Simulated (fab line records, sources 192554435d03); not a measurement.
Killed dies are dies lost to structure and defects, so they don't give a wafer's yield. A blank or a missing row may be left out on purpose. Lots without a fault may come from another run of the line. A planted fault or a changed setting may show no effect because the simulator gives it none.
Which tool did it? | flow n5_finfet | 24 lots, 72 wafers sampled, at 5 steps of a route of 1938

WHAT THE GAUGES READ, wafer by wafer
N5_BEOL_M6_OVL_MEAS_12.
lot  | measured     | on         | M6_OVL (nm)
L074 | day 8 21:22  | overlay-01 | 0.2 -0.5 0.7
L076 | day 9 00:43  | overlay-02 | -0.7 -0.6 -0.6
L075 | day 9 10:06  | overlay-01 | 0.2 0.0 0.6
L077 | day 9 13:25  | overlay-02 | 0.2 -0.2 0.0
L078 | day 9 18:04  | overlay-02 | 0.2 0.2 0.1
L079 | day 10 03:10 | overlay-02 | 0.2 -0.3 0.1
L080 | day 10 05:40 | overlay-02 | -0.7 -1.0 -0.4
L081 | day 10 17:32 | overlay-01 | -0.7 -0.5 0.8
L083 | day 10 20:59 | overlay-02 | -0.7 0.4 -0.6
L082 | day 11 05:50 | overlay-01 | 1.4 0.5 0.0
L084 | day 11 06:13 | overlay-01 | -1.4 -1.1 -2.3
L085 | day 12 01:03 | overlay-01 | -0.4 -1.4 -0.7
L086 | day 12 07:25 | overlay-02 | -1.2 -0.6 -0.7
L088 | day 12 04:01 | overlay-01 | -0.4 -0.6 -0.1
L087 | day 12 07:35 | overlay-02 | -0.7 0.2 0.1
L091 | day 12 11:03 | overlay-02 | -1.0 -0.4 -1.0
L090 | day 12 13:50 | overlay-02 | 0.3 -1.0 -0.3
L089 | day 12 15:28 | overlay-01 | -0.3 -0.6 -0.2
L092 | day 13 08:44 | overlay-02 | 0.3 0.6 -0.2
L093 | day 13 14:48 | overlay-01 | -1.3 -0.5 -1.0
L094 | day 13 16:31 | overlay-01 | -0.1 0.5 0.3
L095 | day 13 18:45 | overlay-02 | -0.2 0.0 0.2
L097 | day 14 12:49 | overlay-02 | -1.8 -0.7 -0.1
L096 | day 14 12:55 | overlay-01 | -0.3 0.4 -0.2

WHICH TOOL RAN EACH LOT (tool, then ch and the chambers of the sampled wafers, then the start)
lot  | N5_BEOL_M5_SPUTTER_83        | N5_BEOL_M5_SPUTTER_88        | N5_BEOL_M5_ANNEAL_51             | N5_BEOL_M5_CO_CAP_78
L074 | pvd_sputter-03, day 8 16:28  | pvd_sputter-03, day 8 17:34  | rtp_anneal-01 ch 0, day 8 18:53  | cvd_co-02 ch 0,1,2, day 8 19:32
L076 | pvd_sputter-02, day 8 18:45  | pvd_sputter-02, day 8 19:50  | rtp_anneal-01 ch 0, day 8 21:08  | cvd_co-02 ch 0,1,2, day 8 22:17
L075 | pvd_sputter-03, day 9 02:56  | pvd_sputter-03, day 9 04:02  | rtp_anneal-01 ch 0, day 9 05:23  | cvd_co-02 ch 1,2, day 9 06:33
L077 | pvd_sputter-01, day 9 07:27  | pvd_sputter-01, day 9 08:32  | rtp_anneal-02 ch 0, day 9 09:49  | cvd_co-02 ch 0,1,2, day 9 10:31
L078 | pvd_sputter-03, day 9 11:25  | pvd_sputter-03, day 9 12:29  | rtp_anneal-01 ch 0, day 9 13:51  | cvd_co-02 ch 0,1,2, day 9 14:28
L079 | pvd_sputter-01, day 9 20:56  | pvd_sputter-01, day 9 22:01  | rtp_anneal-02 ch 0, day 9 23:19  | cvd_co-02 ch 0,1, day 9 23:58
L080 | pvd_sputter-03, day 10 00:34 | pvd_sputter-03, day 10 01:39 | rtp_anneal-01 ch 0, day 10 03:07 | cvd_co-01 ch 0, day 10 03:46
L081 | pvd_sputter-01, day 10 11:35 | pvd_sputter-01, day 10 12:40 | rtp_anneal-02 ch 0, day 10 13:57 | cvd_co-01 ch 1,2, day 10 14:37
L083 | pvd_sputter-03, day 10 14:39 | pvd_sputter-03, day 10 15:44 | rtp_anneal-02 ch 0, day 10 17:02 | cvd_co-01 ch 1,2, day 10 17:42
L082 | pvd_sputter-01, day 10 23:02 | pvd_sputter-01, day 11 00:07 | rtp_anneal-02 ch 0, day 11 01:28 | cvd_co-01 ch 0,2, day 11 02:06
L084 | pvd_sputter-02, day 11 00:11 | pvd_sputter-02, day 11 01:16 | rtp_anneal-02 ch 0, day 11 02:36 | cvd_co-02 ch 0,1,2, day 11 03:13
L085 | pvd_sputter-03, day 11 17:47 | pvd_sputter-03, day 11 18:52 | rtp_anneal-02 ch 0, day 11 20:09 | cvd_co-02 ch 0,1,2, day 11 20:50
L086 | pvd_sputter-01, day 11 21:19 | pvd_sputter-01, day 11 22:24 | rtp_anneal-02 ch 0, day 12 03:29 | cvd_co-02 ch 0,2, day 12 04:05
L088 | pvd_sputter-02, day 11 21:45 | pvd_sputter-02, day 11 22:50 | rtp_anneal-01 ch 0, day 12 00:08 | cvd_co-02 ch 0,2, day 12 00:48
L087 | pvd_sputter-03, day 12 01:42 | pvd_sputter-03, day 12 02:47 | rtp_anneal-01 ch 0, day 12 04:10 | cvd_co-01 ch 0,1, day 12 04:45
L091 | pvd_sputter-02, day 12 04:23 | pvd_sputter-02, day 12 05:28 | rtp_anneal-01 ch 0, day 12 06:50 | cvd_co-02 ch 0,1,2, day 12 07:28
L090 | pvd_sputter-03, day 12 09:01 | pvd_sputter-03, day 12 10:06 | rtp_anneal-02 ch 0, day 12 11:29 | cvd_co-02 ch 0,1, day 12 12:04
L089 | pvd_sputter-02, day 12 11:00 | pvd_sputter-02, day 12 12:05 | rtp_anneal-01 ch 0, day 12 13:23 | cvd_co-01 ch 0,2, day 12 14:03
L092 | pvd_sputter-01, day 13 02:29 | pvd_sputter-01, day 13 03:34 | rtp_anneal-02 ch 0, day 13 04:52 | cvd_co-02 ch 0,2, day 13 05:33
L093 | pvd_sputter-02, day 13 07:56 | pvd_sputter-02, day 13 09:01 | rtp_anneal-01 ch 0, day 13 10:19 | cvd_co-01 ch 0,1,2, day 13 10:59
L094 | pvd_sputter-03, day 13 11:27 | pvd_sputter-03, day 13 12:32 | rtp_anneal-01 ch 0, day 13 13:49 | cvd_co-02 ch 0,2, day 13 14:29
L095 | pvd_sputter-01, day 13 13:44 | pvd_sputter-01, day 13 14:49 | rtp_anneal-01 ch 0, day 13 16:15 | cvd_co-01 ch 0,1,2, day 13 16:56
L097 | pvd_sputter-03, day 14 07:19 | pvd_sputter-03, day 14 08:24 | rtp_anneal-02 ch 0, day 14 09:50 | cvd_co-01 ch 0,2, day 14 10:32
L096 | pvd_sputter-01, day 14 07:31 | pvd_sputter-01, day 14 08:35 | rtp_anneal-02 ch 0, day 14 10:09 | cvd_co-02 ch 0,1, day 14 10:46
- N5_BEOL_M5_SPUTTER_83: material Cu, target thk 15 nm, time 27.62 s.
- N5_BEOL_M5_SPUTTER_88: material Cu, target thk 15 nm, time 27.62 s.
- N5_BEOL_M5_ANNEAL_51: time 90 s.
- N5_BEOL_M5_CO_CAP_78: material Co, precursor CCTBA/H2, target thk 2 nm, time 102.1 s.

WHAT THE TOOLS THEMSELVES READ (means of the sampled wafers that have a number; where no wafer has one, the mark that the record gives instead)
N5_BEOL_M5_SPUTTER_83.
lot  | tool           | throttle_valve_pct (%)
L074 | pvd_sputter-03 | 30.0
L076 | pvd_sputter-02 | 29.9
L075 | pvd_sputter-03 | 30.2
L077 | pvd_sputter-01 | 30.4
L078 | pvd_sputter-03 | 30.5
L079 | pvd_sputter-01 | 29.9
L080 | pvd_sputter-03 | 30.1
L081 | pvd_sputter-01 | 29.8
L083 | pvd_sputter-03 | 30.4
L082 | pvd_sputter-01 | 30.4
L084 | pvd_sputter-02 | 29.9
L085 | pvd_sputter-03 | 30.0
L086 | pvd_sputter-01 | 29.9
L088 | pvd_sputter-02 | 30.5
L087 | pvd_sputter-03 | 29.7
L091 | pvd_sputter-02 | 30.4
L090 | pvd_sputter-03 | 29.9
L089 | pvd_sputter-02 | 29.9
L092 | pvd_sputter-01 | 29.7
L093 | pvd_sputter-02 | 29.4
L094 | pvd_sputter-03 | 29.7
L095 | pvd_sputter-01 | 30.1
L097 | pvd_sputter-03 | 29.4
L096 | pvd_sputter-01 | 29.9

N5_BEOL_M5_SPUTTER_88.
lot  | tool           | throttle_valve_pct (%)
L074 | pvd_sputter-03 | 30.0
L076 | pvd_sputter-02 | 29.7
L075 | pvd_sputter-03 | 29.9
L077 | pvd_sputter-01 | 30.3
L078 | pvd_sputter-03 | 30.4
L079 | pvd_sputter-01 | 30.1
L080 | pvd_sputter-03 | 30.1
L081 | pvd_sputter-01 | 29.9
L083 | pvd_sputter-03 | 30.3
L082 | pvd_sputter-01 | 30.5
L084 | pvd_sputter-02 | 30.1
L085 | pvd_sputter-03 | 30.0
L086 | pvd_sputter-01 | 29.9
L088 | pvd_sputter-02 | 30.4
L087 | pvd_sputter-03 | 29.8
L091 | pvd_sputter-02 | 30.4
L090 | pvd_sputter-03 | 29.9
L089 | pvd_sputter-02 | 30.0
L092 | pvd_sputter-01 | 29.5
L093 | pvd_sputter-02 | 29.6
L094 | pvd_sputter-03 | 29.8
L095 | pvd_sputter-01 | 30.2
L097 | pvd_sputter-03 | 29.5
L096 | pvd_sputter-01 | 29.9

N5_BEOL_M5_ANNEAL_51.
lot  | tool          | wafer_temp_C_max
L074 | rtp_anneal-01 | 226.34
L076 | rtp_anneal-01 | 226.03
L075 | rtp_anneal-01 | 226.43
L077 | rtp_anneal-02 | 225.96
L078 | rtp_anneal-01 | 225.60
L079 | rtp_anneal-02 | 226.10
L080 | rtp_anneal-01 | 226.05
L081 | rtp_anneal-02 | 225.78
L083 | rtp_anneal-02 | 225.81
L082 | rtp_anneal-02 | 225.84
L084 | rtp_anneal-02 | 226.20
L085 | rtp_anneal-02 | 226.04
L086 | rtp_anneal-02 | 225.85
L088 | rtp_anneal-01 | 226.16
L087 | rtp_anneal-01 | 226.05
L091 | rtp_anneal-01 | 226.31
L090 | rtp_anneal-02 | 226.04
L089 | rtp_anneal-01 | 226.36
L092 | rtp_anneal-02 | 226.20
L093 | rtp_anneal-01 | 226.36
L094 | rtp_anneal-01 | 226.72
L095 | rtp_anneal-01 | 226.16
L097 | rtp_anneal-02 | 225.91
L096 | rtp_anneal-02 | 226.22

N5_BEOL_M5_CO_CAP_78.
lot  | tool      | heater_power_w (W)
L074 | cvd_co-02 | 234
L076 | cvd_co-02 | 232
L075 | cvd_co-02 | 241
L077 | cvd_co-02 | 233
L078 | cvd_co-02 | 233
L079 | cvd_co-02 | 230
L080 | cvd_co-01 | 239
L081 | cvd_co-01 | 214
L083 | cvd_co-01 | 227
L082 | cvd_co-01 | 236
L084 | cvd_co-02 | 234
L085 | cvd_co-02 | 236
L086 | cvd_co-02 | 228
L088 | cvd_co-02 | 239
L087 | cvd_co-01 | 231
L091 | cvd_co-02 | 234
L090 | cvd_co-02 | 228
L089 | cvd_co-01 | 236
L092 | cvd_co-02 | 229
L093 | cvd_co-01 | 225
L094 | cvd_co-02 | 226
L095 | cvd_co-01 | 227
L097 | cvd_co-01 | 236
L096 | cvd_co-02 | 228

THE ANSWER, worked out from the rows above alone
Rule: what is usual is taken from the lots themselves. Put in order of their means at a reading, lots are off if they are a third of the lots or fewer, leave a main group of 4 or more, and stand apart from it by a gap of 3 or more times the standard deviation of the main group's means; of several such gaps the widest counts. A main group whose means are all the same, to the digits that the tables above print for the reading, isn't used. A lot without any number at a reading at which 4 lots or more have one is off too. The other lots that the step has rows for count as sound. The gauges are gone through in route order, then the tools' own readings, and for those a lot's mean is taken as printed above. The first step at which some lot is off is used, and at that step the reading that is off furthest; a lot without a number counts as furthest.
No lot is off at any reading shown: from this, nothing can be told.

WHAT THE SIMULATOR HAD PUT IN
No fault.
